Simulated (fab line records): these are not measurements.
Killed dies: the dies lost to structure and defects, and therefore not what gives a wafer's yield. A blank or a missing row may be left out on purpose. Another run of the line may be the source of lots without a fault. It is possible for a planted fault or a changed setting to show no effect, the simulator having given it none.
One fault through the eyes of 2 desks	flow nand harc	numbers are kept per desk, each desk with only its own; the story behind them comes last

== TOOL OWNER'S DESK, pvd sputter-03 ==
The tool's own readings at NHARC_A_BLC_PVD_32 (deposits Ti, target thk 5 nm, time 17.7 s): means of the sampled wafers that have a number, for each lot that ran on this tool. Marked OUT: a lot whose mean sits more than 4 standard deviations from the usual mean, which makes it out of limits; the brackets give that distance.
Columns: A = chamber pressure pa at NHARC_A_BLC_PVD_32, usual 5.001 Pa; B = throttle valve pct at NHARC_A_BLC_PVD_32, usual 29.8 %
lot	first seen here	A	B
L311	day 23 20:58	5.003	30.4
L314	day 24 08:34	5.010	30.0
L317	day 25 10:35	5.002	29.7
L320	day 27 15:41	4.990	30.5
L321	day 27 16:23	5.007	29.8
L330	day 31 18:53	4.994	30.6
This desk's finding: nothing out of limits on any of the 6 lots.

== THE DEFECT DESK ==
Per lot, the means of the sampled wafers with a number show what the inspections along the route counted. Marked OUT: a lot whose mean sits more than 4 standard deviations from the usual mean, which makes it out of limits; the brackets give that distance.
Columns: A = raw defect count at NHARC_HYBRID_BOND_INSPECT_06, usual 89
lot	first seen here	A
L309	day 23 22:01	19
L311	day 24 21:27	75
L314	day 25 09:21	109
L315	day 25 09:21	79
L317	day 26 11:56	110
L316	day 26 17:23	127
L324	day 30 06:11	116
L329	day 32 15:25	121
L330	day 32 20:40	96
L332	day 33 09:07	113
L331	day 34 03:50	21
This desk's finding: nothing out of limits on any of the 11 lots.

== ALL TOGETHER ==
The tool owner's desk saw nothing out of limits.
Nothing out of limits was seen by the defect desk.

== WHAT THE SIMULATOR HAD INSERTED ==
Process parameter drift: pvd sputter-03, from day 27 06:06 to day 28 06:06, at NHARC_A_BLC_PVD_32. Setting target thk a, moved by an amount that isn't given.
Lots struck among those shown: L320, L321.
